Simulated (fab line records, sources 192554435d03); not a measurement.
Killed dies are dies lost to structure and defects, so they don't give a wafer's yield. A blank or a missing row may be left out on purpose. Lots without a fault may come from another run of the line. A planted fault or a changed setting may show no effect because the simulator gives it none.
fab line records | flow n5_finfet
record lots=24 wafers=72 last_day=17
route steps=1938 shown BEOL_M3@1005 BEOL_M4@1038
lots that met no fault: from a run of the same line without faults
start_h: hours from the record's first day to the start of the lot's first wafer shown | wait_h: hours since the lot's step before | " the same as in the row above | L1.1+2: a row that stands for several wafers | - no value, or no start given | * or withheld: withheld | < > ~ a bound
route shown NAME@n: a module of which the file shows steps, and the number in the route of the first | usual: mean/standard deviation of fault-free wafers | same: alike in all rows | chamber/n: place in a boat | sites: the reading at each site | _std_site: their standard deviation | _edge_site: outer sites' mean less inner sites' | radius_mm: how far each site lies from the wafer's centre | mask NAME#n: copy n | behind: the tool/chamber that last shaped the wafer | hold: why the lot was held/for how many hours/how that ended | device: the transistor (n, p or np) that didn't switch | end of line: the same wafers' tests at the end of the route | a step without rows: its recipe alone | killed: dies lost to structure and defects at the first sort, not the wafer's yield | map: a wafer's dies, x killed, . not, _ none there
set.NAME: the setting as run; set.NAME@STEP: as run at that earlier step | model.NAME: the simulator's own value behind a step, which no gauge read
steps of the route over a sample of lots; a table a step, a row a wafer
services: from which hour (start_h, from the record's first day; less than 0 if before it) a tool's chamber was out of use, for how many hours, and why
## steps
# step N5_BEOL_M3_ANNEAL_91
# recipe temp_c=400 time_s=240 ambient=vacuum
# usual heater_power_w=869/110
# columns lot.wafer tool chamber start_h wait_h heater_power_w
L074.1 pvd_sputter-03 - 156.18 0.0 1169
L074.2 " - " " 905
L074.3 " - " " 778
L076.1 pvd_sputter-02 - 163.26 0.0 875
L076.2 " - " " 751
L076.4 " - " " 934
L075.1 pvd_sputter-01 - 164.93 0.0 798
L075.2 " - " " 764
L075.4 " - " " 938
L077.1 pvd_sputter-03 - 169.64 0.0 765
L077.5 " - " " 883
L077.6 " - " " 1186
L078.1 pvd_sputter-01 - 171.38 0.0 768
L078.2 " - " " 884
L078.3 " - " " 959
L079.1 pvd_sputter-02 - 181.89 0.0 884
L079.2 " - " " 876
L079.3 " - " " 752
L080.2 pvd_sputter-03 - 192.87 0.0 736
L080.5 " - " " 909
L080.6 " - " " 1137
L081.1 pvd_sputter-02 - 193.84 0.0 890
L081.2 " - " " 772
L081.6 " - " " 893
L082.2 pvd_sputter-01 - 204.47 0.0 866
L082.5 " - " " 745
L082.6 " - " " 805
L083.1 pvd_sputter-02 - 211.10 0.0 883
L083.3 " - " " 958
L083.5 " - " " 873
L084.1 pvd_sputter-03 - 215.06 0.0 780
L084.3 " - " " 730
L084.6 " - " " 740
L086.2 pvd_sputter-02 - 225.13 0.0 886
L086.5 " - " " 944
L086.6 " - " " 863
L085.3 pvd_sputter-01 - 225.18 0.0 856
L085.4 " - " " 751
L085.5 " - " " 806
L087.3 pvd_sputter-01 - 228.42 0.0 729
L087.5 " - " " 878
L087.6 " - " " 947
L088.1 pvd_sputter-01 - 231.52 0.0 944
L088.3 " - " " 753
L088.4 " - " " 794
L089.1 pvd_sputter-02 - 239.28 0.0 880
L089.3 " - " " 783
L089.6 " - " " 763
L091.1 pvd_sputter-02 - 252.49 0.0 940
L091.5 " - " " 971
L091.6 " - " " 905
L090.1 pvd_sputter-01 - 261.25 0.0 804
L090.3 " - " " 954
L090.5 " - " " 818
L092.1 pvd_sputter-02 - 269.19 0.0 864
L092.2 " - " " 779
L092.3 " - " " 969
L093.1 pvd_sputter-01 - 269.97 0.0 862
L093.2 " - " " 757
L093.4 " - " " 930
L094.2 pvd_sputter-03 - 273.05 0.0 886
L094.4 " - " " 1140
L094.6 " - " " 734
L095.1 pvd_sputter-03 - 283.02 0.0 773
L095.4 " - " " 737
L095.6 " - " " 762
L096.2 pvd_sputter-03 - 285.75 0.0 767
L096.4 " - " " 895
L096.6 " - " " 755
L097.3 pvd_sputter-01 - 293.91 0.0 729
L097.4 " - " " 825
L097.5 " - " " 883
# step N5_BEOL_M3_SPUTTER_92
# recipe material=Cu target_thk_a=45 temp_c=-20 chamber_pressure_pa=0.07 power_w=withheld time_s=8.29
# usual throttle_valve_pct=29.9/1.1
# columns lot.wafer tool chamber start_h wait_h throttle_valve_pct
L074.1 pvd_sputter-03 - 156.32 0.1 29.9
L074.2 " - " " 28.4
L074.3 " - " " 31.5
L076.1 pvd_sputter-02 - 163.40 0.1 31.7
L076.2 " - " " 28.8
L076.4 " - " " 30.5
L075.1 pvd_sputter-01 - 165.08 0.1 30.8
L075.2 " - " " 29.3
L075.4 " - " " 30.5
L077.1 pvd_sputter-03 - 169.78 0.1 31.3
L077.5 " - " " 28.2
L077.6 " - " " 29.9
L078.1 pvd_sputter-01 - 171.54 0.1 29.4
L078.2 " - " " 29.9
L078.3 " - " " 30.6
L079.1 pvd_sputter-02 - 182.03 0.1 28.8
L079.2 " - " " 31.6
L079.3 " - " " 28.9
L080.2 pvd_sputter-03 - 193.01 0.1 28.6
L080.5 " - " " 28.2
L080.6 " - " " 29.9
L081.1 pvd_sputter-02 - 193.98 0.1 31.4
L081.2 " - " " 28.9
L081.6 " - " " 28.6
L082.2 pvd_sputter-01 - 204.61 0.1 29.8
L082.5 " - " " 29.6
L082.6 " - " " 30.8
L083.1 pvd_sputter-02 - 211.24 0.1 31.8
L083.3 " - " " 30.6
L083.5 " - " " 28.6
L084.1 pvd_sputter-03 - 215.20 0.1 31.4
L084.3 " - " " 28.6
L084.6 " - " " 28.8
L086.2 pvd_sputter-02 - 225.27 0.1 28.6
L086.5 " - " " 30.5
L086.6 " - " " 31.6
L085.3 pvd_sputter-01 - 225.32 0.1 29.7
L085.4 " - " " 29.4
L085.5 " - " " 30.7
L087.3 pvd_sputter-01 - 228.56 0.1 29.7
L087.5 " - " " 29.6
L087.6 " - " " 30.6
L088.1 pvd_sputter-01 - 231.66 0.1 30.6
L088.3 " - " " 29.6
L088.4 " - " " 30.8
L089.1 pvd_sputter-02 - 239.42 0.1 29.0
L089.3 " - " " 29.0
L089.6 " - " " 28.8
L091.1 pvd_sputter-02 - 252.63 0.1 30.3
L091.5 " - " " 30.4
L091.6 " - " " 28.9
L090.1 pvd_sputter-01 - 261.39 0.1 30.8
L090.3 " - " " 30.5
L090.5 " - " " 30.9
L092.1 pvd_sputter-02 - 269.33 0.1 31.7
L092.2 " - " " 28.7
L092.3 " - " " 30.4
L093.1 pvd_sputter-01 - 270.11 0.1 29.9
L093.2 " - " " 29.4
L093.4 " - " " 30.5
L094.2 pvd_sputter-03 - 273.19 0.1 28.3
L094.4 " - " " 29.6
L094.6 " - " " 28.7
L095.1 pvd_sputter-03 - 283.16 0.1 31.2
L095.4 " - " " 28.6
L095.6 " - " " 31.2
L096.2 pvd_sputter-03 - 285.89 0.1 31.4
L096.4 " - " " 28.1
L096.6 " - " " 31.2
L097.3 pvd_sputter-01 - 294.05 0.1 29.4
L097.4 " - " " 30.8
L097.5 " - " " 30.2
# step N5_BEOL_M4_ETCH_74
# recipe chemistry=N2/H2 target=underlayer target_depth_a=65 mask_material=CAR-EUV time_s=5.2 ion_energy_ev=200 pressure_mtorr=30 source_w=840 bias_w=150 n2_flow_sccm=200 h2_flow_sccm=200 ends=cleared
# usual drypump_motor_current_A=5.6/0.51 etch_rf_on_time_s=5.20/0.067 oes_product_au=0.68/0.084 rf_vpp_V=524.4/2.5 showerhead_plenum_p_Torr=2.56/0.081 throttle_valve_pct=17.85/0.17
# columns lot.wafer tool chamber start_h wait_h drypump_motor_current_A etch_rf_on_time_s oes_product_au rf_hours_counter_h rf_vpp_V showerhead_plenum_p_Torr throttle_valve_pct
L074.1 rie_diel-01 0 161.19 0.0 5.4 5.07 0.84 4 525.9 2.62 18.02
L074.2 " 1 " " 4.9 5.15 0.79 16 522.2 2.49 17.52
L074.3 " 2 " " 5.5 5.20 0.63 169 524.1 2.53 17.73
L076.1 rie_diel-01 2 167.47 0.0 5.5 5.27 0.61 172 524.3 2.53 17.74
L076.2 " 0 " " 5.4 5.11 0.82 6 524.1 2.62 18.03
L076.4 " 3 " " 5.8 5.20 0.78 28 525.5 2.60 17.70
L075.1 rie_diel-04 0 168.04 0.0 5.6 5.24 0.58 237 524.0 2.51 18.30
L075.2 " 2 " " 6.6 5.14 0.83 5 529.2 2.72 17.85
L075.4 " 3 " " 5.6 5.11 0.64 185 520.9 2.42 17.68
L077.1 rie_diel-06 2 172.89 0.0 5.4 5.20 0.82 3 521.8 2.50 17.63
L077.5 " 0 " " 5.5 5.29 0.64 - 527.6 2.65 17.97
L077.6 " 1 " " 5.3 5.22 0.59 - 522.9 2.51 17.92
L078.1 rie_diel-04 3 174.13 0.0 5.6 5.09 0.63 186 520.8 2.42 17.66
L078.2 " 2 " " 6.6 5.17 0.81 7 527.0 2.72 17.79
L078.3 " 0 " " 5.6 5.21 0.58 239 522.7 2.51 18.31
L079.1 rie_diel-01 3 184.63 0.0 5.8 5.23 0.76 34 524.7 2.60 17.70
L079.2 " 1 " " 4.9 5.17 0.76 25 521.5 2.49 17.54
L079.3 " 0 " " 5.4 5.11 0.80 12 528.8 2.61 18.03
L080.2 rie_diel-06 0 195.49 0.0 5.5 5.26 0.64 146 526.4 2.65 17.98
L080.5 " 3 " " 6.8 5.30 0.62 - 527.9 2.64 17.85
L080.6 " 2 " " 5.4 5.27 0.79 - 522.1 2.50 17.63
L081.1 rie_diel-04 2 200.27 0.0 6.5 5.16 0.79 17 530.2 2.72 17.86
L081.2 " 0 " " 5.6 5.18 0.59 249 522.6 2.51 18.33
L081.6 " 1 " " 5.6 5.27 0.59 - 524.5 2.52 17.99
L082.2 rie_diel-06 1 207.86 0.0 5.3 5.22 0.57 240 523.7 2.50 17.93
L082.5 " 0 " " 5.5 5.24 0.64 - 527.4 2.65 18.00
L082.6 " 3 " " 6.8 5.19 0.64 - 525.8 2.64 17.85
L083.1 rie_diel-01 0 214.16 0.0 5.3 5.05 0.79 22 525.2 2.61 18.04
L083.3 " 2 " " 5.5 5.22 0.61 190 522.8 2.52 17.78
L083.5 " 1 " " 4.9 5.17 0.77 - 522.5 2.48 17.55
L084.1 rie_diel-01 0 218.78 0.0 5.4 5.10 0.78 24 526.1 2.61 18.04
L084.3 " 1 " " 4.9 5.15 0.76 37 519.4 2.48 17.56
L084.6 " 0 " " 5.4 5.06 0.78 - 525.9 2.61 18.04
L086.2 rie_diel-04 0 227.73 0.0 5.6 5.09 0.82 3 523.5 2.51 17.91
L086.5 " 2 " " 6.5 5.19 0.76 - 528.8 2.71 17.86
L086.6 " 1 " " 5.6 5.39 0.58 - 523.8 2.51 18.02
L085.3 rie_diel-06 2 227.89 0.0 5.4 5.19 0.79 22 522.9 2.49 17.68
L085.4 " 0 " " 5.5 5.25 0.63 157 528.7 2.65 17.97
L085.5 " 1 " " 5.3 5.22 0.59 - 523.7 2.50 17.97
L087.3 rie_diel-06 3 232.83 0.0 6.8 5.19 0.62 189 523.9 2.63 17.88
L087.5 " 1 " " 5.3 5.18 0.57 - 522.2 2.50 17.98
L087.6 " 0 " " 5.5 5.15 0.64 - 526.2 2.65 18.01
L088.1 rie_diel-04 0 234.20 0.0 5.6 5.11 0.82 5 525.5 2.50 17.92
L088.3 " 2 " " 6.5 5.18 0.76 32 528.2 2.71 17.88
L088.4 " 3 " " 5.7 5.18 0.63 212 519.4 2.41 17.70
L089.1 rie_diel-01 0 241.70 0.0 5.3 5.13 0.78 32 526.7 2.60 18.06
L089.3 " 3 " " 5.8 5.20 0.73 54 525.8 2.59 17.77
L089.6 " 2 " " 5.5 5.20 0.61 - 522.7 2.52 17.81
L091.1 rie_diel-01 2 255.66 0.0 5.5 5.16 0.61 205 521.8 2.52 17.80
L091.5 " 0 " " 5.4 5.11 0.76 - 525.2 2.60 18.07
L091.6 " 3 " " 5.8 5.22 0.73 - 527.0 2.59 17.75
L090.1 rie_diel-06 2 266.80 0.0 5.4 5.19 0.75 37 520.8 2.49 17.66
L090.3 " 0 " " 5.5 5.25 0.62 173 525.7 2.64 18.02
L090.5 " 0 " " 5.5 5.26 0.63 - 528.4 2.64 18.04
L092.1 rie_diel-04 1 271.61 0.0 5.6 5.26 0.57 246 520.7 2.51 18.02
L092.2 " 3 " " 5.7 5.14 0.62 225 517.3 2.40 17.73
L092.3 " 2 " " 6.5 5.25 0.75 46 525.5 2.70 17.89
L093.1 rie_diel-04 1 273.74 0.0 5.6 5.32 0.56 247 522.2 2.50 18.05
L093.2 " 2 " " 6.5 5.25 0.73 47 529.2 2.70 17.90
L093.4 " 1 " " 5.6 5.30 0.57 - 523.7 2.50 18.04
L094.2 rie_diel-01 0 276.69 0.0 5.4 5.05 0.76 44 525.8 2.60 18.10
L094.4 " 2 " " 5.5 5.16 0.60 212 525.7 2.52 17.83
L094.6 " 2 " " 5.5 5.15 0.60 - 521.1 2.52 17.81
L095.1 rie_diel-01 1 287.48 0.0 4.9 5.29 0.72 63 523.9 2.47 17.60
L095.4 " 0 " " 5.4 5.15 0.74 49 525.4 2.60 18.10
L095.6 " 0 " " 5.4 5.15 0.74 - 525.5 2.60 18.09
L096.2 rie_diel-06 2 288.49 0.0 5.3 5.16 0.75 44 521.1 2.48 17.71
L096.4 " 0 " " 5.5 5.20 0.61 - 525.5 2.63 18.06
L096.6 " 3 " " 6.8 5.26 0.61 - 527.3 2.62 17.93
L097.3 rie_diel-01 3 297.04 0.0 5.7 5.23 0.71 73 526.8 2.58 17.78
L097.4 " 1 " " 4.8 5.21 0.71 65 522.8 2.47 17.66
L097.5 " 3 " " 5.8 5.26 0.72 - 524.3 2.58 17.79
# step N5_BEOL_M4_ETCH_69
# recipe chemistry=CF4 target=SiARC target_depth_a=156 mask_material=CAR-EUV time_s=26 ion_energy_ev=80 pressure_mtorr=40 source_w=545 bias_w=36 Ar_flow_sccm=100 cf4_flow_sccm=100 ends=cleared
# usual drypump_motor_current_A=5.7/0.52 etch_rf_on_time_s=25.9/0.36 oes_product_au=0.68/0.086 rf_vpp_V=184.2/1.2 showerhead_plenum_p_Torr=2.15/0.067 throttle_valve_pct=15.58/0.16
# columns lot.wafer tool chamber start_h wait_h drypump_motor_current_A etch_rf_on_time_s oes_product_au rf_hours_counter_h rf_vpp_V showerhead_plenum_p_Torr throttle_valve_pct
L074.1 rie_diel-01 0 162.08 0.0 5.4 25.5 0.83 4 185.0 2.20 15.67
L074.2 " 1 " " 4.9 26.0 0.78 16 184.5 2.10 15.27
L074.3 " 2 " " 5.5 26.0 0.62 170 184.3 2.14 15.51
L076.1 rie_diel-01 3 168.38 0.0 5.8 26.3 0.77 28 184.3 2.18 15.41
L076.2 " 0 " " 5.4 25.4 0.82 7 184.1 2.19 15.69
L076.4 " 2 " " 5.5 26.4 0.62 173 184.4 2.14 15.50
L075.1 rie_diel-06 2 169.12 0.0 5.4 25.6 0.84 1 183.8 2.11 15.38
L075.2 " 3 " " 6.8 26.0 0.64 168 184.8 2.21 15.69
L075.4 " 1 " " 5.3 26.0 0.59 226 183.4 2.11 15.71
L077.1 rie_diel-04 1 173.78 0.0 5.6 26.4 0.59 212 184.2 2.12 15.60
L077.5 " 1 " " 5.6 26.3 0.60 - 183.8 2.12 15.63
L077.6 " 2 " " 6.5 25.7 0.83 - 187.0 2.28 15.47
L078.1 rie_diel-04 1 175.02 0.0 5.6 26.6 0.59 213 184.6 2.12 15.62
L078.2 " 0 " " 5.6 26.1 0.59 239 183.6 2.12 16.07
L078.3 " 3 " " 5.6 25.4 0.64 187 183.1 2.05 15.45
L079.1 rie_diel-01 2 185.53 0.0 5.5 26.3 0.62 179 183.3 2.14 15.55
L079.2 " 0 " " 5.3 25.1 0.81 13 184.1 2.19 15.70
L079.3 " 3 " " 5.8 25.9 0.77 34 182.5 2.17 15.43
L080.2 rie_diel-06 2 196.52 0.0 5.4 25.8 0.80 12 183.3 2.10 15.42
L080.5 " 3 " " 6.8 25.8 0.63 - 184.3 2.21 15.70
L080.6 " 2 " " 5.4 25.6 0.80 - 184.9 2.10 15.40
L081.1 rie_diel-04 3 201.16 0.0 5.6 25.6 0.63 196 182.9 2.04 15.45
L081.2 " 2 " " 6.5 25.6 0.79 17 184.5 2.27 15.50
L081.6 " 3 " " 5.6 25.3 0.64 - 182.8 2.04 15.45
L082.2 rie_diel-04 1 209.04 0.0 5.6 26.1 0.60 222 182.9 2.12 15.62
L082.5 " 3 " " 5.6 25.4 0.63 - 183.5 2.04 15.47
L082.6 " 1 " " 5.6 26.4 0.59 - 184.4 2.11 15.62
L083.1 rie_diel-06 0 215.27 0.0 5.5 26.1 0.65 153 186.6 2.22 15.77
L083.3 " 1 " " 5.4 26.0 0.58 243 182.9 2.11 15.73
L083.5 " 3 " " 6.8 26.2 0.63 - 185.1 2.21 15.71
L084.1 rie_diel-06 3 219.85 0.0 6.8 26.0 0.63 186 185.4 2.21 15.72
L084.3 " 2 " " 5.4 25.7 0.79 19 182.9 2.10 15.42
L084.6 " 0 " " 5.5 25.7 0.64 - 183.9 2.22 15.78
L086.2 rie_diel-06 3 228.75 0.0 6.8 26.0 0.63 188 184.2 2.21 15.74
L086.5 " 1 " " 5.3 26.2 0.58 - 182.9 2.11 15.77
L086.6 " 2 " " 5.3 26.2 0.78 - 182.6 2.10 15.42
L085.3 rie_diel-04 2 229.22 0.0 6.5 25.8 0.77 30 187.1 2.27 15.50
L085.4 " 3 " " 5.6 25.7 0.62 209 182.2 2.04 15.49
L085.5 " 3 " " 5.6 25.9 0.62 - 183.2 2.04 15.49
L087.3 rie_diel-01 2 233.85 0.0 5.5 26.2 0.60 197 182.5 2.13 15.57
L087.5 " 0 " " 5.3 25.3 0.77 - 183.9 2.19 15.71
L087.6 " 1 " " 4.9 25.8 0.75 - 183.6 2.09 15.31
L088.1 rie_diel-04 0 235.27 0.0 5.6 25.0 0.83 5 183.4 2.11 15.60
L088.3 " 2 " " 6.5 25.6 0.78 33 185.5 2.27 15.52
L088.4 " 1 " " 5.6 26.2 0.59 231 183.1 2.11 15.66
L089.1 rie_diel-01 3 242.60 0.0 5.8 26.0 0.73 54 184.7 2.17 15.48
L089.3 " 0 " " 5.4 25.3 0.77 32 185.5 2.19 15.74
L089.6 " 0 " " 5.3 25.4 0.77 - 184.9 2.19 15.72
L091.1 rie_diel-04 1 256.74 0.0 5.6 26.5 0.58 240 182.2 2.11 15.66
L091.5 " 2 " " 6.5 25.9 0.76 - 185.8 2.27 15.52
L091.6 " 1 " " 5.6 26.6 0.58 - 184.4 2.11 15.67
L090.1 rie_diel-04 1 267.73 0.0 5.6 26.3 0.58 244 182.8 2.11 15.67
L090.3 " 3 " " 5.6 25.6 0.62 224 182.4 2.03 15.51
L090.5 " 3 " " 5.6 25.4 0.62 - 182.6 2.03 15.51
L092.1 rie_diel-04 1 273.00 0.0 5.6 26.1 0.57 246 184.8 2.11 15.68
L092.2 " 3 " " 5.6 25.3 0.62 226 183.3 2.03 15.51
L092.3 " 2 " " 6.5 25.5 0.75 47 184.6 2.26 15.55
L093.1 rie_diel-01 3 274.89 0.0 5.8 26.1 0.73 65 182.9 2.16 15.50
L093.2 " 2 " " 5.5 26.3 0.60 211 184.5 2.12 15.61
L093.4 " 1 " " 4.9 25.9 0.72 57 182.8 2.09 15.33
L094.2 rie_diel-01 1 277.59 0.0 4.9 25.4 0.73 58 182.0 2.09 15.34
L094.4 " 3 " " 5.8 25.5 0.73 66 185.0 2.16 15.50
L094.6 " 2 " " 5.5 25.8 0.60 - 182.8 2.12 15.60
L095.1 rie_diel-06 3 288.74 0.0 6.8 26.1 0.61 212 185.6 2.20 15.77
L095.4 " 2 " " 5.4 25.8 0.74 - 183.1 2.09 15.47
L095.6 " 0 " " 5.5 26.2 0.61 - 185.8 2.21 15.85
L096.2 rie_diel-06 0 289.49 0.0 5.5 26.0 0.62 185 184.9 2.21 15.86
L096.4 " 3 " " 6.8 26.3 0.60 - 182.8 2.20 15.75
L096.6 " 2 " " 5.4 26.2 0.74 - 183.9 2.09 15.47
L097.3 rie_diel-01 0 297.94 0.0 5.3 25.6 0.74 52 185.0 2.18 15.77
L097.4 " 3 " " 5.8 26.4 0.71 73 183.5 2.16 15.52
L097.5 " 1 " " 4.9 26.2 0.72 - 182.8 2.09 15.34
# step N5_BEOL_M4_ETCH_70
# recipe chemistry=N2/H2 target=SOC target_depth_a=800 overetch_a=240 mask_material=SiARC temp_c=40 time_s=130 ion_energy_ev=200 pressure_mtorr=30 source_w=840 bias_w=150 n2_flow_sccm=200 h2_flow_sccm=200
# usual drypump_motor_current_A=5.7/0.53 oes_product_au=0.59/0.068 rf_vpp_V=524.3/2.4 showerhead_plenum_p_Torr=2.56/0.081 throttle_valve_pct=17.80/0.16
# columns lot.wafer tool chamber start_h wait_h drypump_motor_current_A oes_product_au rf_hours_counter_h rf_vpp_V showerhead_plenum_p_Torr throttle_valve_pct
L074.1 rie_diel-06 1 163.30 0.0 5.4 0.53 224 523.3 2.51 17.89
L074.2 " 3 " " 6.8 0.55 166 526.6 2.64 17.80
L074.3 " 0 " " 5.5 0.56 135 526.2 2.66 17.92
L076.1 rie_diel-01 2 171.79 0.0 5.5 0.53 174 523.0 2.53 17.70
L076.2 " 0 " " 5.4 0.70 8 525.2 2.61 17.99
L076.4 " 1 " " 4.9 0.67 20 522.6 2.49 17.49
L075.1 rie_diel-06 0 171.98 0.0 5.5 0.56 139 526.6 2.65 17.92
L075.2 " 1 " " 5.3 0.52 228 522.7 2.51 17.89
L075.4 " 3 " " 6.8 0.55 169 528.1 2.64 17.80
L077.1 rie_diel-01 1 182.08 0.0 4.9 0.66 24 522.2 2.49 17.51
L077.5 " 1 " " 4.8 0.66 - 522.2 2.49 17.50
L077.6 " 2 " " 5.5 0.54 - 523.5 2.53 17.71
L078.1 rie_diel-06 0 182.26 0.0 5.5 0.55 142 526.3 2.65 17.93
L078.2 " 2 " " 5.4 0.70 7 522.0 2.50 17.59
L078.3 " 1 " " 5.3 0.51 232 524.2 2.51 17.90
L079.1 rie_diel-01 2 186.24 0.0 5.5 0.53 179 523.4 2.53 17.72
L079.2 " 0 " " 5.3 0.68 13 526.4 2.61 17.97
L079.3 " 3 " " 5.8 0.66 34 523.9 2.60 17.66
L080.2 rie_diel-04 3 203.21 0.0 5.7 0.54 197 520.6 2.41 17.63
L080.5 " 0 " " 5.6 0.51 - 521.3 2.51 18.28
L080.6 " 1 " " 5.6 0.52 - 524.6 2.52 17.94
L081.1 rie_diel-06 2 203.48 0.0 5.4 0.68 14 523.0 2.50 17.60
L081.2 " 3 " " 6.9 0.55 180 527.7 2.64 17.82
L081.6 " 0 " " 5.5 0.55 - 528.2 2.65 17.95
L082.2 rie_diel-01 1 209.65 0.0 4.8 0.66 34 522.4 2.49 17.53
L082.5 " 0 " " 5.4 0.67 - 525.3 2.61 17.99
L082.6 " 3 " " 5.8 0.65 - 525.8 2.60 17.67
L083.1 rie_diel-04 3 218.57 0.0 5.6 0.54 204 520.1 2.41 17.66
L083.3 " 2 " " 6.5 0.67 - 527.6 2.71 17.80
L083.5 " 3 " " 5.7 0.53 - 520.0 2.41 17.64
L084.1 rie_diel-04 2 225.65 0.0 6.5 0.66 29 528.3 2.71 17.83
L084.3 " 1 " " 5.6 0.51 228 522.0 2.51 17.96
L084.6 " 1 " " 5.6 0.51 - 522.1 2.51 17.96
L086.2 rie_diel-01 2 231.98 0.0 5.5 0.52 197 521.7 2.52 17.74
L086.5 " 1 " " 4.9 0.64 - 522.7 2.48 17.53
L086.6 " 2 " " 5.5 0.52 - 523.2 2.52 17.74
L085.3 rie_diel-06 3 232.14 0.0 6.8 0.54 189 525.7 2.63 17.83
L085.4 " 2 " " 5.4 0.67 23 522.3 2.49 17.61
L085.5 " 1 " " 5.3 0.50 - 521.9 2.50 17.93
L087.3 rie_diel-04 2 239.95 0.0 6.5 0.65 34 528.3 2.71 17.82
L087.5 " 2 " " 6.5 0.65 - 529.6 2.71 17.83
L087.6 " 3 " " 5.6 0.53 - 520.3 2.41 17.69
L088.1 rie_diel-06 2 240.04 0.0 5.4 0.66 25 521.8 2.49 17.61
L088.3 " 0 " " 5.5 0.55 160 526.1 2.64 17.97
L088.4 " 1 " " 5.3 0.50 251 523.0 2.50 17.94
L089.1 rie_diel-01 0 248.31 0.0 5.4 0.65 35 525.1 2.60 18.01
L089.3 " 2 " " 5.5 0.52 203 522.2 2.52 17.75
L089.6 " 3 " " 5.8 0.64 - 525.5 2.59 17.71
L091.1 rie_diel-06 0 261.61 0.0 5.5 0.54 171 526.4 2.64 17.98
L091.5 " 0 " " 5.5 0.55 - 526.9 2.64 17.98
L091.6 " 2 " " 5.4 0.65 - 523.7 2.49 17.62
L090.1 rie_diel-04 3 269.48 0.0 5.7 0.52 224 519.9 2.40 17.69
L090.3 " 2 " " 6.5 0.64 45 529.1 2.70 17.84
L090.5 " 2 " " 6.6 0.64 - 527.8 2.70 17.86
L092.1 rie_diel-06 3 273.51 0.0 6.8 0.53 206 527.4 2.62 17.87
L092.2 " 0 " " 5.5 0.54 176 527.0 2.64 18.00
L092.3 " 3 " " 6.8 0.54 - 526.4 2.63 17.86
L093.1 rie_diel-01 0 275.75 0.0 5.4 0.64 44 525.6 2.60 18.04
L093.2 " 3 " " 5.8 0.62 66 525.8 2.59 17.71
L093.4 " 1 " " 4.9 0.62 57 522.1 2.48 17.54
L094.2 rie_diel-01 1 279.20 0.0 4.8 0.62 59 521.3 2.48 17.56
L094.4 " 2 " " 5.5 0.52 213 522.2 2.52 17.75
L094.6 " 2 " " 5.5 0.52 - 523.2 2.51 17.78
L096.2 rie_diel-01 3 290.55 0.0 5.8 0.63 71 525.2 2.58 17.72
L096.4 " 0 " " 5.4 0.63 50 525.6 2.60 18.06
L096.6 " 2 " " 5.5 0.52 - 522.9 2.51 17.75
L095.1 rie_diel-04 0 298.73 0.0 5.6 0.66 28 524.2 2.49 17.91
L095.4 " 1 " " 5.6 0.73 0 522.7 2.50 17.57
L095.6 " 1 " " 5.6 0.73 - 521.9 2.50 17.58
L097.3 rie_diel-06 2 302.02 0.0 5.4 0.63 50 521.7 2.48 17.64
L097.4 " 3 " " 6.8 0.53 - 525.6 2.62 17.87
L097.5 " 0 " " 5.5 0.53 - 526.1 2.63 18.00
# step N5_BEOL_M4_ANNEAL_49
# recipe temp_c=400 time_s=240 ambient=vacuum
# usual heater_power_w=859/110
# columns lot.wafer tool chamber start_h wait_h heater_power_w
L074.1 pvd_sputter-02 - 165.05 0.0 881
L074.2 " - " " 757
L074.3 " - " " 953
L076.1 pvd_sputter-02 - 173.54 0.0 862
L076.2 " - " " 933
L076.4 " - " " 776
L075.1 pvd_sputter-03 - 173.68 0.0 733
L075.2 " - " " 771
L075.4 " - " " 862
L077.1 pvd_sputter-03 - 183.66 0.0 732
L077.5 " - " " 887
L077.6 " - " " 781
L078.1 pvd_sputter-02 - 184.06 0.0 862
L078.2 " - " " 876
L078.3 " - " " 965
L079.1 pvd_sputter-01 - 187.81 0.0 922
L079.2 " - " " 796
L079.3 " - " " 732
L080.2 pvd_sputter-03 - 204.83 0.0 777
L080.5 " - " " 873
L080.6 " - " " 1174
L081.1 pvd_sputter-01 - 205.41 0.0 810
L081.2 " - " " 728
L081.6 " - " " 809
L082.2 pvd_sputter-02 - 211.84 0.0 867
L082.5 " - " " 957
L082.6 " - " " 864
L083.1 pvd_sputter-01 - 221.42 0.0 816
L083.3 " - " " 932
L083.5 " - " " 820
L084.1 pvd_sputter-03 - 227.63 0.0 740
L084.3 " - " " 873
L084.6 " - " " 748
L086.2 pvd_sputter-03 - 233.88 0.0 736
L086.5 " - " " 1177
L086.6 " - " " 736
L085.3 pvd_sputter-01 - 234.20 0.0 890
L085.4 " - " " 738
L085.5 " - " " 891
L087.3 pvd_sputter-02 - 241.42 0.0 892
L087.5 " - " " 875
L087.6 " - " " 768
L088.1 pvd_sputter-01 - 241.71 0.0 895
L088.3 " - " " 743
L088.4 " - " " 951
L089.1 pvd_sputter-01 - 250.31 0.0 836
L089.3 " - " " 931
L089.6 " - " " 859
L091.1 pvd_sputter-03 - 265.88 0.0 768
L091.5 " - " " 1158
L091.6 " - " " 728
L090.1 pvd_sputter-01 - 270.98 0.0 851
L090.3 " - " " 957
L090.5 " - " " 757
L092.1 pvd_sputter-01 - 275.14 0.0 796
L092.2 " - " " 922
L092.3 " - " " 754
L093.1 pvd_sputter-01 - 277.60 0.0 922
L093.2 " - " " 871
L093.4 " - " " 816
L094.2 pvd_sputter-02 - 281.16 0.0 893
L094.4 " - " " 983
L094.6 " - " " 927
L096.2 pvd_sputter-02 - 294.45 0.0 945
L096.4 " - " " 886
L096.6 " - " " 778
L095.1 pvd_sputter-01 - 300.73 0.0 746
L095.4 " - " " 940
L095.6 " - " " 926
L097.3 pvd_sputter-01 - 305.45 0.0 744
L097.4 " - " " 952
L097.5 " - " " 854
## services
# columns tool chamber start_h hours kind
rie_diel-04 2 135.03 - clean
rie_diel-04 2 135.03 - consumable_replace:focus_ring
rie_diel-04 2 135.03 - consumable_replace:showerhead
rie_diel-04 2 135.03 19.1 scheduled_down
rie_diel-04 2 135.03 19.1 vent_cycle
rie_diel-06 2 150.22 - clean
rie_diel-06 2 150.22 - consumable_replace:focus_ring
rie_diel-06 2 150.22 14.8 scheduled_down
rie_diel-06 2 150.22 14.8 vent_cycle
rie_diel-04 0 204.28 - clean
rie_diel-04 0 204.28 - consumable_replace:focus_ring
rie_diel-04 0 204.28 17.3 scheduled_down
rie_diel-04 0 204.28 17.3 vent_cycle
rie_diel-04 1 217.32 5.2 repair
rie_diel-06 1 242.35 55.8 repair
rie_diel-04 0 265.68 8.2 repair
rie_diel-06 2 272.24 7.4 repair
rie_diel-04 1 282.28 - clean
rie_diel-04 1 282.28 - consumable_replace:focus_ring
rie_diel-06 1 298.26 - clean
rie_diel-06 1 298.26 - consumable_replace:focus_ring
rie_diel-06 1 298.26 15.7 scheduled_down
rie_diel-06 1 298.26 15.7 vent_cycle
rie_diel-04 2 302.97 9.8 repair
## key
fault none
